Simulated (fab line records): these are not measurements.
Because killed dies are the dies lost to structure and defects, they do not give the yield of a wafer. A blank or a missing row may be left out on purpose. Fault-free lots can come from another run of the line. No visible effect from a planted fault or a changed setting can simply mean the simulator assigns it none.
Lot-split experiment ; flow n5-finfet ; 21 wafers read from 7 lots, route of 1938 steps

== THE SPLIT ==
At N5_BEOL_M11_PECVD_70 (deposits SiO2 from TEOS/O2, target thk 20 nm, time 22.7 s), the setting temp-c was moved away from the recipe's 400 C on 7 of the 21 wafers read, by -3.6% to +1.5%. All remaining wafers had this setting at the recipe value.

== FROM THE SPLIT TO THE READING: what the file shows between them, 3 steps ==
- N5_BEOL_M11_HM_DEP_02: deposits TiN, target thk 20 nm
- N5_BEOL_M11_COAT_59: time 60 s, resist thk 100 nm
- N5_BEOL_M11_STRIP_77: strips in N2/H2, time 10 s

== THE READING ==
SiO2_of_BEOL_M11_PECVD_70.thk-nm (the simulator's own value, which no gauge read), in nm, at N5_BEOL_M11_HM_STRIP_39 (strips TiN in peroxide tin strip, target depth 25 nm, time 158 s). There is no usual value for it anywhere in the file. Average 19.9 nm, standard deviation 0.38 nm, over the 14 wafers here run with the recipe.

wafer;tool, chamber at the split;temp-c as run, C;against the recipe;SiO2_of_BEOL_M11_PECVD_70.thk-nm, nm;against lot-mates on the recipe
L074.4;pecvd-04, 1,0;400;recipe;20.4;-
L074.5;pecvd-04, 2;388.9;-2.8%;21.6;+1.1
L074.6;pecvd-04, 1,0;400;recipe;20.6;-
L075.2;pecvd-03, 0;400;recipe;19.4;-
L075.3;pecvd-03, 1;400;recipe;19.2;-
L075.6;pecvd-03, 0;393.8;-1.5%;20.6;+1.3
L076.3;pecvd-04, 0;400;recipe;20;-
L076.5;pecvd-04, 1;400;recipe;20.2;-
L076.6;pecvd-04, 2;388.3;-2.9%;21.4;+1.3
L080.1;pecvd-04, 0;400;recipe;19.8;-
L080.5;pecvd-04, 1;400;recipe;20;-
L080.6;pecvd-04, 0;406;+1.5%;19.2;-0.7
L086.1;pecvd-01, 2;400;recipe;19.6;-
L086.2;pecvd-01, 0;400;recipe;19.8;-
L086.5;pecvd-01, 1;400;recipe;20;-
L085.3;pecvd-04, 1,2;400;recipe;19.6;-
L085.4;pecvd-04, 1,2;400;recipe;19.6;-
L085.5;pecvd-04, 0;390.3;-2.4%;20.8;+1.2
L097.3;pecvd-04, 1,2;385.7;-3.6%;21.6;+1.4
L097.5;pecvd-04, 1,2;385.7;-3.6%;21.6;+1.4
L097.6;pecvd-04, 0;400;recipe;20.2;-
If several chambers appear in one row, that row covers several wafers at once and the file leaves open which wafer was in which chamber.

FIT RESULTS
A straight line over all 21 wafers: SiO2_of_BEOL_M11_PECVD_70.thk-nm changes by -0.492 nm for each +1% of temp-c; r = -0.91; the points scatter about the line by 0.34 nm.
The same after taking each lot's own level away (the mean of its wafers on the recipe; 21 wafers): -0.431 nm for each +1%; r = -0.96; scatter 0.18 nm.
On that fit, the largest move of temp-c shifts the reading by 1.5 nm.
The lots' own levels span 19.30 to 20.50 nm, that is 3.2 times the standard deviation above.
So the slope is not independent of the lot-to-lot level: the two fits are not the same.
Check: with one of the wafers moved furthest among these (-3.6%) left out of the fit, the line predicts +1.61 nm for it against its lot-mates. It came out at +1.4 nm against them.

== OTHER SPLITS APPLIED TO THESE WAFERS ==
These wafers also went through other splits before the reading. Each is held against what the fit with the lots' levels taken away leaves over:
other split on the same wafers;wafers away from the commonest value;r with SiO2_of_BEOL_M11_PECVD_70.thk-nm (lot level and that fit taken away)
N5_BEOL_M8_TRENCH_ETCH_37 time-s;8;+0.13
N5_BEOL_M8_ALD_77 ald-cycles;4;-0.29
N5_BEOL_M9_TRENCH_ETCH_37 source-w;7;-0.34
N5_BEOL_M10_COAT_63 spin-rpm;8;-0.39
N5_BEOL_M10_COAT_64 spin-rpm;4;-0.08

== THE WHOLE CHAIN: every reading that the file lists as answering this split, in the file's order ==
step;what it does;reading;change (the file's fit);r (the file's)
N5_BEOL_M11_PECVD_70;deposits SiO2 from TEOS/O2, target thk 20 nm, time 22.7 s;SiO2_of_BEOL_M11_PECVD_70.thk-nm (the simulator's own value, which no gauge read);-0.476 nm for each +1% of the setting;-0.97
N5_BEOL_M11_HM_STRIP_39;strips TiN in peroxide tin strip, target depth 25 nm, time 158 s;SiO2_of_BEOL_M11_PECVD_70.thk-nm (the simulator's own value, which no gauge read);-0.451 nm for each +1% of the setting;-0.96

== FILE'S OWN FIT ==
SiO2_of_BEOL_M11_PECVD_70.thk-nm changes by -0.451 nm for each +1% of temp-c, r = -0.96.
